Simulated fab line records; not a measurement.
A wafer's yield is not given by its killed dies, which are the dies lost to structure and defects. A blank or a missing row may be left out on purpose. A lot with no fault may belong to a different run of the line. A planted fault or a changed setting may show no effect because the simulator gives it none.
fab line records    flow nand-harc
record lots=24  wafers=72  last-day=33
route steps=1302 shown P_START@1 P_STI@89 P_GATE@187 P_CONTACT@218
lots that met no fault: from a run of the same line without faults
start-h: the number of hours between the record's first day and the start of the first shown wafer of the lot    wait-h: how many hours have passed since the lot's step before this one    " unchanged from the row above    L1.1+2: a row that stands for several wafers    - no value, or no start was given    * or withheld: withheld    < > ~ a bound
route shown NAME@n: NAME is a module with steps in the file, n the number in the route of the first one    usual: mean/standard deviation taken from wafers without a fault    same: alike in all rows    chamber/n: place in a boat    sites: each site's reading    _std_site: standard deviation of those values    _edge_site: outer sites' mean less inner sites'    radius-mm: how far each site lies from the wafer's centre    mask NAME#n: copy n    behind: the most recent tool/chamber to have shaped the wafer    hold: reason for holding the lot/hours on hold/outcome of the hold    device: the transistor (n, p or np) that didn't switch    end of line: the tests these same wafers got at the end of their route    a step given without rows: its recipe and nothing more    killed: count of dies lost to structure and defects at first sort (not the wafer's yield)    map: dies across one wafer; x = killed, . = not, _ = none there
set.NAME: setting as actually run; set.NAME@STEP: the setting as run at that earlier step    model.NAME: the simulator's own value behind a step, which no gauge read
one table for each step of the route and one row for each wafer, over a sample of lots
services: a tool's chamber out of use, with start hour (start-h, from the record's first day; less than 0 if before it), hours out, and reason
## steps
# step NHARC_P_START_INSPECT_01
# usual raw-defect-count=3.4/1.7
lot.wafer  tool               chamber  start-h  wait-h  raw-defect-count
L074.1     defect-inspect-01  -        20.04    -       2
L074.2     "                  -        "        "       5
L074.3     "                  -        "        "       2
L075.1     defect-inspect-02  -        30.04    -       2
L075.3     "                  -        "        "       8
L075.5     "                  -        "        "       2
L076.1     defect-inspect-01  -        40.04    -       1
L076.4     "                  -        "        "       4
L076.5     "                  -        "        "       3
L077.2     defect-inspect-02  -        50.04    -       4
L077.4     "                  -        "        "       5
L077.6     "                  -        "        "       2
L078.1     defect-inspect-02  -        60.04    -       7
L078.2     "                  -        "        "       3
L078.3     "                  -        "        "       3
L079.1     defect-inspect-02  -        70.04    -       4
L079.2     "                  -        "        "       3
L079.3     "                  -        "        "       1
L080.1     defect-inspect-01  -        80.04    -       5
L080.2     "                  -        "        "       5
L080.6     "                  -        "        "       5
L081.1     defect-inspect-01  -        90.04    -       5
L081.3     "                  -        "        "       3
L081.5     "                  -        "        "       5
L082.1     defect-inspect-01  -        100.03   -       2
L082.2     "                  -        "        "       5
L082.3     "                  -        "        "       2
L083.1     defect-inspect-02  -        110.04   -       5
L083.2     "                  -        "        "       2
L083.6     "                  -        "        "       4
L084.2     defect-inspect-02  -        120.04   -       1
L084.3     "                  -        "        "       5
L084.6     "                  -        "        "       2
L085.1     defect-inspect-02  -        130.04   -       5
L085.4     "                  -        "        "       2
L085.5     "                  -        "        "       5
L086.1     defect-inspect-02  -        140.04   -       5
L086.2     "                  -        "        "       1
L086.5     "                  -        "        "       5
L087.1     defect-inspect-02  -        150.03   -       1
L087.2     "                  -        "        "       1
L087.4     "                  -        "        "       5
L088.2     defect-inspect-02  -        160.04   -       2
L088.4     "                  -        "        "       6
L088.5     "                  -        "        "       2
L089.1     defect-inspect-02  -        170.03   -       6
L089.2     "                  -        "        "       4
L089.6     "                  -        "        "       3
L090.1     defect-inspect-01  -        180.04   -       2
L090.3     "                  -        "        "       3
L090.6     "                  -        "        "       5
L091.2     defect-inspect-01  -        190.04   -       2
L091.3     "                  -        "        "       3
L091.4     "                  -        "        "       2
L092.2     defect-inspect-02  -        200.04   -       4
L092.3     "                  -        "        "       1
L092.4     "                  -        "        "       3
L093.1     defect-inspect-01  -        210.04   -       1
L093.3     "                  -        "        "       6
L093.4     "                  -        "        "       5
L094.1     defect-inspect-02  -        220.04   -       2
L094.3     "                  -        "        "       2
L094.6     "                  -        "        "       2
L095.1     defect-inspect-01  -        230.04   -       4
L095.2     "                  -        "        "       6
L095.5     "                  -        "        "       1
L096.1     defect-inspect-01  -        240.04   -       3
L096.2     "                  -        "        "       2
L096.5     "                  -        "        "       2
L097.2     defect-inspect-01  -        250.04   -       4
L097.3     "                  -        "        "       3
L097.4     "                  -        "        "       6
# step NHARC_P_STI_ETCH_31
# recipe target-depth-a=1089  time-s=54.5  cf4-flow-sccm=100  chf3-flow-sccm=30  ar-flow-sccm=0  rf-w=500  bias-w=200  chemistry=CF4/CHF3
# usual bias-w=200.1/0.67  drypump-motor-current-A=6.0/0.52  oes-product-au=0.964/0.013  rf-vpp-V=370.4/1.8  showerhead-plenum-p-Torr=1.57/0.053  throttle-valve-pct=16.802/0.0084
# same time-s=54.5
lot.wafer  tool         chamber  start-h  wait-h  bias-w  drypump-motor-current-A  oes-product-au  rf-hours-counter-h  rf-vpp-V  showerhead-plenum-p-Torr  throttle-valve-pct
L074.1     rie-diel-10  0        -        -       200.1   6.4                      0.963           8                   369.2     1.59                      16.802
L074.3     "            1        "        "       199.5   6.5                      0.951           8                   368.2     1.50                      16.796
L074.2     "            2        "        "       199.2   6.0                      0.933           7                   372.1     1.62                      16.791
L075.3     rie-diel-10  0        -        -       199.4   6.3                      0.983           9                   372.7     1.59                      16.810
L075.1     "            3        "        "       200.5   6.6                      0.968           8                   371.3     1.60                      16.796
L075.5     "            0        "        "       198.4   6.3                      0.984           -                   369.7     1.59                      16.819
L076.1     rie-diel-03  0        -        -       200.1   5.7                      0.947           12                  373.5     1.67                      16.798
L076.4     "            2        "        "       199.7   5.9                      0.957           -                   372.0     1.61                      16.805
L076.5     "            3        "        "       200.3   4.8                      0.939           -                   370.5     1.52                      16.805
L077.2     rie-diel-13  1        -        -       199.0   5.0                      0.952           3                   368.2     1.50                      16.800
L077.4     "            2        "        "       197.8   5.4                      0.964           5                   372.2     1.60                      16.805
L077.6     "            0        "        "       201.2   6.5                      0.946           -                   370.3     1.52                      16.780
L078.3     rie-diel-10  0        -        -       200.4   6.4                      0.965           1                   371.4     1.59                      16.808
L078.2     "            1        "        "       200.7   6.5                      0.964           1                   367.7     1.50                      16.812
L078.1     "            2        "        "       200.2   6.0                      0.980           1                   371.7     1.62                      16.801
L079.3     rie-diel-10  2        -        -       199.3   6.0                      0.962           1                   373.3     1.62                      16.790
L079.2     "            3        "        "       200.6   6.6                      0.974           2                   370.9     1.60                      16.796
L079.1     "            0        "        "       200.7   6.3                      0.982           2                   370.4     1.59                      16.803
L080.1     rie-diel-10  2        -        -       199.8   6.0                      0.961           2                   372.4     1.62                      16.794
L080.2     "            1        "        "       200.9   6.5                      0.973           2                   368.2     1.50                      16.805
L080.6     "            2        "        "       200.7   6.0                      0.971           -                   374.1     1.62                      16.803
L081.3     rie-diel-13  0        -        -       199.5   6.4                      0.972           6                   369.0     1.52                      16.799
L081.1     "            3        "        "       199.8   5.6                      0.971           6                   367.9     1.49                      16.805
L081.5     "            1        "        "       200.9   5.0                      0.954           -                   368.3     1.50                      16.800
L082.3     rie-diel-13  2        -        -       199.5   5.4                      0.945           6                   371.0     1.60                      16.799
L082.1     "            0        "        "       201.2   6.4                      0.941           7                   368.1     1.52                      16.803
L082.2     "            1        "        "       200.1   5.0                      0.934           4                   369.5     1.50                      16.798
L083.1     rie-diel-10  2        -        -       200.5   6.0                      0.976           4                   372.5     1.62                      16.791
L083.2     "            3        "        "       199.2   6.5                      0.967           4                   372.2     1.60                      16.805
L083.6     "            2        "        "       200.2   6.0                      0.973           -                   372.2     1.62                      16.799
L084.3     rie-diel-10  3        -        -       200.4   6.6                      0.970           4                   371.7     1.60                      16.810
L084.2     "            0        "        "       200.4   6.3                      0.959           4                   369.4     1.59                      16.798
L084.6     "            2        "        "       199.1   6.0                      0.964           -                   371.9     1.62                      16.805
L085.4     rie-diel-03  1        -        -       199.7   6.0                      0.962           3                   369.7     1.53                      16.811
L085.1     "            0        "        "       200.7   5.7                      0.950           3                   373.8     1.67                      16.807
L085.5     "            2        "        "       198.9   5.9                      0.971           -                   371.2     1.61                      16.801
L086.1     rie-diel-10  1        -        -       200.5   6.5                      0.967           4                   367.8     1.50                      16.799
L086.2     "            3        "        "       200.1   6.6                      0.968           5                   371.8     1.60                      16.806
L086.5     "            1        "        "       200.0   6.5                      0.974           -                   368.1     1.50                      16.800
L087.2     rie-diel-03  1        -        -       200.9   6.0                      0.965           5                   370.2     1.53                      16.793
L087.1     "            2        "        "       200.3   5.9                      0.966           5                   371.7     1.61                      16.797
L087.4     "            2        "        "       199.8   5.9                      0.969           -                   371.3     1.61                      16.817
L088.4     rie-diel-10  3        -        -       200.6   6.5                      0.980           7                   369.9     1.60                      16.784
L088.2     "            1        "        "       199.6   6.5                      0.954           7                   371.5     1.50                      16.792
L088.5     "            3        "        "       199.9   6.5                      0.981           -                   372.5     1.60                      16.818
L089.1     rie-diel-13  1        -        -       199.3   4.9                      0.957           1                   368.2     1.50                      16.801
L089.2     "            2        "        "       199.6   5.5                      0.950           1                   371.2     1.60                      16.798
L089.6     "            2        "        "       199.1   5.4                      0.947           -                   371.8     1.60                      16.805
L090.3     rie-diel-13  0        -        -       200.0   6.4                      0.956           1                   368.7     1.52                      16.807
L090.1     "            1        "        "       198.9   5.0                      0.957           2                   366.5     1.50                      16.807
L090.6     "            2        "        "       200.5   5.4                      0.978           -                   372.0     1.60                      16.806
L091.4     rie-diel-10  2        -        -       200.2   6.0                      0.989           8                   371.1     1.62                      16.799
L091.2     "            0        "        "       199.9   6.3                      0.966           9                   371.9     1.58                      16.811
L091.3     "            1        "        "       199.4   6.5                      0.954           8                   368.9     1.50                      16.797
L092.4     rie-diel-10  1        -        -       200.8   6.5                      0.961           9                   368.2     1.50                      16.812
L092.3     "            2        "        "       199.4   6.0                      0.949           9                   372.0     1.62                      16.809
L092.2     "            3        "        "       199.8   6.5                      0.942           10                  373.6     1.60                      16.810
L093.4     rie-diel-10  3        -        -       199.8   6.5                      0.979           11                  371.4     1.60                      16.799
L093.3     "            0        "        "       199.6   6.3                      0.955           10                  371.8     1.58                      16.792
L093.1     "            2        "        "       200.2   6.0                      0.977           10                  371.1     1.62                      16.816
L095.1     rie-diel-03  2        -        -       200.7   5.9                      0.964           11                  370.4     1.60                      16.796
L095.2     "            3        "        "       200.7   4.8                      0.961           9                   369.7     1.51                      16.813
L095.5     "            1        "        "       199.9   6.0                      0.972           -                   369.2     1.53                      16.803
L094.3     rie-diel-13  2        -        -       200.7   5.4                      0.980           4                   371.2     1.60                      16.804
L094.1     "            3        "        "       200.7   5.6                      0.959           4                   368.6     1.49                      16.811
L094.6     "            2        "        "       200.1   5.4                      0.976           -                   370.1     1.60                      16.812
L096.2     rie-diel-13  0        -        -       201.0   6.4                      0.967           5                   369.4     1.52                      16.812
L096.1     "            1        "        "       199.8   5.0                      0.963           5                   368.8     1.50                      16.806
L096.5     "            3        "        "       199.7   5.6                      0.980           -                   368.9     1.49                      16.784
L097.3     rie-diel-10  1        -        -       200.4   6.5                      0.983           1                   367.4     1.50                      16.806
L097.2     "            2        "        "       201.6   6.0                      0.968           2                   370.2     1.62                      16.791
L097.4     "            3        "        "       199.7   6.6                      0.972           2                   372.4     1.60                      16.800
# step NHARC_P_GATE_DESCUM_61
# recipe time-s=3  o2-flow-sccm=200  ar-flow-sccm=0  bias-power-w=0  chemistry=O2
# usual drypump-motor-current-A=5.6/0.48  oes-product-au=0.997/0.0073  rf-vpp-V=57.6/0.8  showerhead-plenum-p-Torr=1.90/0.089  throttle-valve-pct=11.311/0.0092
# same time-s=3
lot.wafer  tool         chamber  start-h  wait-h  drypump-motor-current-A  oes-product-au  rf-hours-counter-h  rf-vpp-V  showerhead-plenum-p-Torr  throttle-valve-pct
L074.2     rie-diel-06  3        119.28   -       4.9                      0.990           11.1                56.8      2.07                      11.300
L074.1     "            0        "        "       6.1                      0.998           9.1                 57.4      1.93                      11.313
L074.3     "            1        "        "       5.8                      1.004           9.9                 58.0      1.93                      11.302
L075.1     rie-diel-05  3        120.26   -       5.1                      0.987           4.6                 56.7      1.83                      11.309
L075.3     "            0        "        "       5.5                      1.000           4.0                 58.6      2.04                      11.322
L075.5     "            3        "        "       5.2                      0.996           -                   58.5      1.83                      11.305
L076.1     rie-diel-12  3        134.37   -       6.2                      1.000           1.8                 58.1      1.88                      11.327
L076.4     "            2        "        "       5.9                      1.006           3.2                 57.6      1.80                      11.317
L076.5     "            0        "        "       6.1                      0.992           -                   57.0      1.85                      11.303
L077.2     rie-diel-12  3        138.94   -       6.2                      1.002           2.0                 56.7      1.88                      11.308
L077.4     "            2        "        "       5.8                      1.001           3.4                 56.5      1.80                      11.316
L077.6     "            3        "        "       6.2                      1.012           -                   56.6      1.88                      11.318
L078.1     rie-diel-12  1        151.98   -       5.3                      1.003           4.2                 57.8      1.87                      11.314
L078.2     "            2        "        "       5.8                      0.997           4.0                 56.3      1.80                      11.293
L078.3     "            0        "        "       6.0                      0.995           3.0                 57.5      1.85                      11.301
L079.2     rie-diel-05  2        163.35   -       5.1                      0.996           6.1                 56.7      1.86                      11.313
L079.1     "            0        "        "       5.5                      1.000           5.2                 58.0      2.04                      11.296
L079.3     "            1        "        "       5.1                      0.990           5.0                 58.2      2.05                      11.307
L080.2     rie-diel-12  1        172.51   -       5.3                      0.991           5.0                 57.1      1.87                      11.315
L080.1     "            3        "        "       6.2                      0.993           3.3                 55.8      1.88                      11.308
L080.6     "            2        "        "       5.9                      1.009           -                   57.9      1.80                      11.314
L081.3     rie-diel-05  2        181.75   -       5.1                      0.991           7.9                 57.3      1.86                      11.317
L081.1     "            1        "        "       5.1                      0.985           7.0                 57.2      2.05                      11.330
L081.5     "            2        "        "       5.1                      0.993           -                   57.4      1.86                      11.320
L082.1     rie-diel-12  1        198.73   -       5.3                      1.004           7.0                 56.9      1.87                      11.307
L082.2     "            2        "        "       5.8                      1.009           6.5                 57.5      1.80                      11.308
L082.3     "            0        "        "       6.0                      1.010           4.4                 58.1      1.85                      11.323
L083.1     rie-diel-06  3        202.67   -       4.9                      0.989           3.6                 58.8      2.06                      11.301
L083.2     "            1        "        "       5.8                      0.987           2.8                 58.5      1.93                      11.308
L083.6     "            3        "        "       4.9                      1.001           -                   57.3      2.06                      11.316
L084.2     rie-diel-06  3        216.56   -       4.9                      0.991           4.0                 59.2      2.06                      11.326
L084.3     "            1        "        "       5.8                      0.997           3.2                 56.3      1.93                      11.324
L084.6     "            0        "        "       6.1                      0.994           -                   57.7      1.93                      11.304
L085.1     rie-diel-12  1        226.12   -       5.3                      1.013           7.9                 57.2      1.87                      11.323
L085.4     "            3        "        "       6.2                      1.008           5.8                 56.2      1.88                      11.312
L085.5     "            0        "        "       6.0                      1.002           -                   56.5      1.85                      11.299
L086.1     rie-diel-06  2        226.57   -       6.4                      0.984           4.4                 58.8      1.79                      11.308
L086.2     "            3        "        "       4.9                      0.990           4.5                 57.8      2.06                      11.302
L086.5     "            2        "        "       6.4                      0.996           -                   57.4      1.79                      11.304
L087.2     rie-diel-05  1        239.77   -       5.1                      0.982           0                   58.0      2.05                      11.305
L087.4     "            2        "        "       5.1                      0.989           0                   58.2      1.86                      11.314
L087.1     "            3        "        "       5.1                      0.989           0                   57.9      1.83                      11.322
L089.2     rie-diel-06  0        260.43   -       6.1                      0.991           5.8                 58.1      1.93                      11.293
L089.1     "            1        "        "       5.8                      0.991           5.0                 58.1      1.93                      11.292
L089.6     "            1        "        "       5.8                      0.992           -                   57.3      1.93                      11.323
L088.2     rie-diel-05  1        261.38   -       5.1                      0.993           0.8                 57.6      2.05                      11.311
L088.4     "            3        "        "       5.1                      0.995           1.2                 57.7      1.83                      11.302
L088.5     "            2        "        "       5.1                      0.998           -                   59.0      1.86                      11.314
L090.3     rie-diel-12  2        280.33   -       5.8                      1.005           0                   56.5      1.80                      11.327
L090.1     "            0        "        "       6.0                      0.996           0                   56.5      1.85                      11.310
L090.6     "            2        "        "       5.8                      1.000           -                   58.0      1.80                      11.327
L091.3     rie-diel-06  1        281.20   -       5.8                      1.000           7.1                 56.6      1.93                      11.323
L091.2     "            2        "        "       6.4                      0.994           6.9                 57.9      1.79                      11.308
L091.4     "            3        "        "       4.9                      0.995           8.2                 57.0      2.06                      11.321
L092.3     rie-diel-12  3        297.89   -       6.2                      0.995           0.3                 56.7      1.88                      11.328
L092.4     "            0        "        "       6.0                      0.989           0.3                 56.2      1.85                      11.314
L092.2     "            1        "        "       5.3                      1.004           0.3                 57.2      1.86                      11.316
L093.4     rie-diel-12  2        302.85   -       5.8                      0.993           0.4                 56.9      1.80                      11.311
L093.1     "            3        "        "       6.2                      1.001           0.5                 58.1      1.88                      11.310
L093.3     "            1        "        "       5.3                      1.009           0.6                 57.4      1.86                      11.322
L095.1     rie-diel-05  1        315.24   -       5.1                      0.986           4.9                 58.0      2.04                      11.309
L095.2     "            2        "        "       5.1                      1.013           5.6                 58.6      1.86                      11.319
L095.5     "            0        "        "       5.5                      1.008           -                   58.5      2.04                      11.319
L094.1     rie-diel-12  1        315.35   -       5.3                      1.002           1.0                 57.9      1.86                      11.312
L094.3     "            3        "        "       6.2                      1.004           1.3                 58.1      1.88                      11.315
L094.6     "            1        "        "       5.3                      0.995           -                   57.3      1.86                      11.328
L096.2     rie-diel-06  0        329.14   -       6.1                      0.992           0.3                 57.1      1.93                      11.311
L096.1     "            1        "        "       5.8                      0.989           0.3                 57.8      1.93                      11.317
L096.5     "            2        "        "       6.4                      0.986           -                   57.4      1.79                      11.301
L097.4     rie-diel-05  0        340.73   -       5.5                      1.003           6.4                 57.4      2.04                      11.318
L097.2     "            1        "        "       5.1                      0.993           6.5                 57.9      2.04                      11.319
L097.3     "            2        "        "       5.1                      0.993           7.2                 57.8      1.86                      11.330
# step NHARC_P_GATE_DEGAS_109
# recipe temp-c=300  time-s=60
# usual heater-power-w=470/54  susceptor-temp-C=299.97/0.18
# same time-s=60
lot.wafer  tool            chamber  start-h  wait-h  heater-power-w  susceptor-temp-C
L074.3     pvd-sputter-03  -        122.93   0.1     478             300.02
L074.2     "               -        "        "       468             299.88
L074.1     "               -        "        "       371             299.73
L075.1     pvd-sputter-02  -        123.79   0.1     481             299.86
L075.3     "               -        "        "       394             300.10
L075.5     "               -        "        "       564             299.67
L076.4     pvd-sputter-02  -        137.90   0.1     548             300.26
L076.1     "               -        "        "       439             300.01
L076.5     "               -        "        "       476             299.85
L077.2     pvd-sputter-02  -        142.66   0.1     558             299.96
L077.4     "               -        "        "       436             300.12
L077.6     "               -        "        "       556             299.90
L078.3     pvd-sputter-03  -        156.06   0.1     517             299.97
L078.2     "               -        "        "       466             299.98
L078.1     "               -        "        "       475             300.16
L079.3     pvd-sputter-01  -        167.03   0.1     561             300.16
L079.2     "               -        "        "       499             299.96
L079.1     "               -        "        "       459             299.95
L080.1     pvd-sputter-02  -        176.57   0.1     554             300.27
L080.2     "               -        "        "       390             299.89
L080.6     "               -        "        "       569             299.91
L081.3     pvd-sputter-03  -        185.42   0.1     464             300.04
L081.1     "               -        "        "       483             299.96
L081.5     "               -        "        "       509             299.93
L082.1     pvd-sputter-03  -        202.30   0.1     475             299.82
L082.3     "               -        "        "       491             299.68
L082.2     "               -        "        "       365             300.15
L083.2     pvd-sputter-03  -        206.47   0.1     526             299.97
L083.1     "               -        "        "       393             300.09
L083.6     "               -        "        "       523             299.94
L084.3     pvd-sputter-03  -        220.14   0.1     467             300.13
L084.2     "               -        "        "       477             300.40
L084.6     "               -        "        "       521             299.84
L085.1     pvd-sputter-02  -        229.74   0.1     565             300.01
L085.4     "               -        "        "       476             300.35
L085.5     "               -        "        "       555             299.95
L086.1     pvd-sputter-03  -        232.48   0.1     387             299.97
L086.2     "               -        "        "       505             299.86
L086.5     "               -        "        "       484             300.11
L087.4     pvd-sputter-03  -        243.44   0.1     379             300.05
L087.1     "               -        "        "       501             299.98
L087.2     "               -        "        "       483             299.90
L089.1     pvd-sputter-01  -        264.19   0.1     410             300.27
L089.2     "               -        "        "       573             300.14
L089.6     "               -        "        "       408             299.96
L088.2     pvd-sputter-02  -        264.92   0.1     553             299.77
L088.4     "               -        "        "       437             299.89
L088.5     "               -        "        "       456             299.78
L090.3     pvd-sputter-01  -        283.97   0.1     459             300.00
L090.1     "               -        "        "       569             300.07
L090.6     "               -        "        "       465             300.19
L091.3     pvd-sputter-03  -        284.84   0.1     499             300.11
L091.4     "               -        "        "       464             299.81
L091.2     "               -        "        "       380             299.74
L092.4     pvd-sputter-01  -        301.71   0.1     408             300.04
L092.2     "               -        "        "       548             299.86
L092.3     "               -        "        "       464             299.93
L093.1     pvd-sputter-03  -        306.51   0.1     489             300.27
L093.4     "               -        "        "       372             300.02
L093.3     "               -        "        "       523             300.06
L095.2     pvd-sputter-03  -        318.88   0.1     475             300.43
L095.1     "               -        "        "       515             300.32
L095.5     "               -        "        "       484             300.10
L094.3     pvd-sputter-01  -        319.08   0.1     552             -
L094.1     "               -        "        "       495             -
L094.6     "               -        "        "       413             -
L096.1     pvd-sputter-02  -        332.80   0.1     441             300.14
L096.2     "               -        "        "       460             300.00
L096.5     "               -        "        "       413             300.00
L097.2     pvd-sputter-01  -        344.41   0.1     495             299.89
L097.4     "               -        "        "       405             300.25
L097.3     "               -        "        "       551             299.94
# step NHARC_P_CONTACT_DEP_00
# recipe target-thk-a=5000  temp-c=400  pressure-torr=6.5  rf-w=900  teos-flow-sccm=161.4  flow-sccm=2650  target-thk-nm=500  gas=O2  material=SiO2
# usual heater-power-w=534/60  mfc-precursor-sccm=161.4/0.46  susceptor-temp-C=400.01/0.21  throttle-valve-pct=15.9/0.75
lot.wafer  tool      chamber  start-h  wait-h  heater-power-w  mfc-precursor-sccm  susceptor-temp-C  throttle-valve-pct
L074.1     pecvd-03  0        -        -       562             161.6               400.15            16.8
L074.3     "         1        "        "       510             161.5               399.78            15.6
L074.2     "         2        "        "       497             161.6               400.09            15.4
L075.1     pecvd-02  2        -        -       533             161.5               399.75            15.3
L075.3     "         0        "        "       526             162.0               400.57            16.3
L075.5     "         1        "        "       489             161.4               399.87            14.6
L076.1     pecvd-02  2        -        -       547             161.1               399.93            15.6
L076.5     "         1        "        "       524             161.2               399.60            14.7
L076.4     "         2        "        "       425             161.2               400.48            15.5
L077.2     pecvd-01  2        -        -       462             161.8               399.53            16.7
L077.6     "         0        "        "       673             162.1               400.07            16.4
L077.4     "         2        "        "       481             160.7               399.68            17.0
L078.2     pecvd-03  2        -        -       512             161.0               399.51            15.5
L078.3     "         0        "        "       607             161.6               399.94            16.9
L078.1     "         1        "        "       485             161.0               399.84            15.4
L079.1     pecvd-03  1        -        -       587             161.2               400.26            15.7
L079.2     "         2        "        "       562             160.9               399.88            15.3
L079.3     "         0        "        "       545             161.7               399.61            17.2
L080.1     pecvd-03  2        -        -       465             160.6               399.96            15.5
L080.2     "         0        "        "       511             160.5               400.01            16.9
L080.6     "         2        "        "       494             160.7               400.11            15.8
L081.1     pecvd-01  0        -        -       612             161.6               399.97            16.5
L081.3     "         2        "        "       462             160.8               400.06            16.9
L081.5     "         2        "        "       467             161.0               400.43            17.0
L082.3     pecvd-01  1        -        -       589             161.4               399.95            16.8
L082.2     "         2        "        "       409             161.2               400.41            16.9
L082.1     "         0        "        "       642             160.7               399.83            16.6
L083.1     pecvd-03  1        -        -       503             160.8               400.22            15.6
L083.2     "         2        "        "       593             161.6               399.78            15.1
L083.6     "         1        "        "       547             161.4               400.01            15.6
L084.2     pecvd-02  2        -        -       498             161.7               400.05            15.5
L084.3     "         0        "        "       558             160.9               399.92            16.7
L084.6     "         2        "        "       507             161.7               400.16            15.4
L085.1     pecvd-03  1        -        -       603             161.3               399.93            15.8
L085.5     "         2        "        "       462             160.7               400.11            15.3
L085.4     "         0        "        "       521             162.2               400.03            16.3
L086.2     pecvd-03  1        -        -       620             161.6               399.93            15.7
L086.1     "         2        "        "       584             161.8               400.21            15.4
L086.5     "         0        "        "       564             161.5               400.17            16.6
L087.2     pecvd-03  2        -        -       565             161.7               399.90            15.4
L087.1     "         1        "        "       572             162.3               400.20            15.7
L087.4     "         2        "        "       580             161.5               399.97            15.3
L089.1     pecvd-02  0        -        -       562             161.1               399.92            15.9
L089.2     "         1        "        "       489             161.8               399.97            14.3
L089.6     "         1        "        "       518             161.1               399.99            14.3
L088.2     pecvd-03  1        -        -       624             160.7               399.86            15.7
L088.5     "         2        "        "       440             162.1               400.43            15.2
L088.4     "         1        "        "       639             160.7               399.99            16.0
L090.1     pecvd-03  2        -        -       509             161.4               400.28            15.5
L090.3     "         0        "        "       521             161.2               400.15            16.6
L090.6     "         1        "        "       477             161.3               399.83            15.9
L091.3     pecvd-02  1        -        -       519             161.7               400.04            14.4
L091.2     "         2        "        "       535             161.1               399.57            15.0
L091.4     "         0        "        "       563             160.9               399.75            15.8
L092.2     pecvd-03  2        -        -       570             161.9               400.27            15.5
L092.3     "         1        "        "       626             161.4               399.94            15.8
L092.4     "         2        "        "       605             162.4               399.96            15.8
L093.3     pecvd-01  1        -        -       548             161.9               399.77            16.4
L093.1     "         2        "        "       433             160.8               400.17            17.1
L093.4     "         0        "        "       535             161.3               400.30            16.8
L095.1     pecvd-03  2        -        -       528             161.4               399.81            15.8
L095.2     "         0        "        "       557             161.3               399.75            16.9
L095.5     "         1        "        "       559             161.0               400.02            15.9
L094.3     pecvd-02  2        -        -       438             161.7               399.97            14.9
L094.1     "         0        "        "       576             161.5               399.81            15.7
L094.6     "         2        "        "       474             161.9               399.81            15.0
L096.2     pecvd-03  1        -        -       529             161.2               399.83            16.0
L096.1     "         0        "        "       587             160.9               400.13            16.7
L096.5     "         0        "        "       448             161.6               400.32            16.7
L097.2     pecvd-02  1        -        -       563             160.9               399.85            14.2
L097.3     "         2        "        "       475             161.6               399.93            15.2
L097.4     "         0        "        "       546             160.8               399.95            15.7
# step NHARC_P_CONTACT_INSPECT_14
# usual raw-defect-count=3.9/2.4
lot.wafer  tool               chamber  start-h  wait-h  raw-defect-count
L074.1     defect-inspect-01  -        125.49   0.0     3
L074.2     "                  -        "        "       9
L074.3     "                  -        "        "       0
L075.1     defect-inspect-01  -        126.48   0.0     6
L075.3     "                  -        "        "       8
L075.5     "                  -        "        "       6
L076.1     defect-inspect-01  -        140.58   0.0     2
L076.4     "                  -        "        "       2
L076.5     "                  -        "        "       0
L077.2     defect-inspect-01  -        145.36   0.0     4
L077.4     "                  -        "        "       3
L077.6     "                  -        "        "       5
L078.1     defect-inspect-01  -        158.63   0.0     3
L078.2     "                  -        "        "       5
L078.3     "                  -        "        "       8
L079.1     defect-inspect-02  -        169.60   0.0     1
L079.2     "                  -        "        "       2
L079.3     "                  -        "        "       2
L080.1     defect-inspect-01  -        179.60   0.0     0
L080.2     "                  -        "        "       4
L080.6     "                  -        "        "       4
L081.1     defect-inspect-02  -        188.22   0.0     2
L081.3     "                  -        "        "       1
L081.5     "                  -        "        "       6
L082.1     defect-inspect-02  -        205.05   0.0     2
L082.2     "                  -        "        "       4
L082.3     "                  -        "        "       1
L083.1     defect-inspect-01  -        209.16   0.0     2
L083.2     "                  -        "        "       4
L083.6     "                  -        "        "       2
L084.2     defect-inspect-02  -        222.83   0.0     4
L084.3     "                  -        "        "       4
L084.6     "                  -        "        "       1
L085.1     defect-inspect-01  -        232.32   0.0     4
L085.4     "                  -        "        "       1
L085.5     "                  -        "        "       6
L086.1     defect-inspect-02  -        235.26   0.0     2
L086.2     "                  -        "        "       4
L086.5     "                  -        "        "       2
L087.1     defect-inspect-02  -        246.13   0.0     7
L087.2     "                  -        "        "       9
L087.4     "                  -        "        "       5
L089.1     defect-inspect-01  -        266.90   0.0     3
L089.2     "                  -        "        "       1
L089.6     "                  -        "        "       2
L088.2     defect-inspect-01  -        267.59   0.0     3
L088.4     "                  -        "        "       7
L088.5     "                  -        "        "       2
L090.1     defect-inspect-02  -        286.66   0.0     5
L090.3     "                  -        "        "       7
L090.6     "                  -        "        "       3
L091.2     defect-inspect-01  -        287.52   0.0     3
L091.3     "                  -        "        "       7
L091.4     "                  -        "        "       12
L092.2     defect-inspect-01  -        304.41   0.0     6
L092.3     "                  -        "        "       6
L092.4     "                  -        "        "       2
L093.1     defect-inspect-02  -        309.21   0.0     3
L093.3     "                  -        "        "       3
L093.4     "                  -        "        "       6
L095.1     defect-inspect-02  -        321.57   0.0     5
L095.2     "                  -        "        "       7
L095.5     "                  -        "        "       5
L094.1     defect-inspect-02  -        321.67   0.0     4
L094.3     "                  -        "        "       2
L094.6     "                  -        "        "       2
L096.1     defect-inspect-02  -        335.50   0.0     5
L096.2     "                  -        "        "       4
L096.5     "                  -        "        "       5
L097.2     defect-inspect-02  -        347.09   0.0     2
L097.3     "                  -        "        "       1
L097.4     "                  -        "        "       4
## services
tool            chamber  start-h  hours  kind
pvd-sputter-03  -        45.09    2.5    repair
pvd-sputter-03  -        48.89    1.8    repair
rie-diel-12     3        58.79    7.0    repair
rie-diel-12     2        60.87    7.6    repair
rie-diel-10     -        65.50    9.0    pm
rie-diel-12     2        87.56    8.5    repair
rie-diel-12     -        91.52    9.0    pm
rie-diel-12     -        125.39   1.3    repair
pvd-sputter-03  -        133.99   0.9    repair
pvd-sputter-03  -        136.72   0.8    repair
rie-diel-12     2        140.13   3.5    repair
rie-diel-12     2        152.74   5.6    repair
pvd-sputter-03  -        165.47   0.7    repair
pecvd-03        -        168.88   0.5    repair
pvd-sputter-03  -        170.10   10.0   pm
rie-diel-12     0        173.05   19.4   repair
pvd-sputter-03  -        181.18   4.1    repair
pecvd-03        -        185.11   13.0   pm
rie-diel-10     2        185.12   8.0    repair
rie-diel-10     -        242.50   9.0    pm
rie-diel-12     2        252.15   15.3   repair
rie-diel-12     -        268.52   9.0    pm
pecvd-03        -        307.94   1.1    repair
rie-diel-10     2        334.37   2.5    repair
## key
fault none
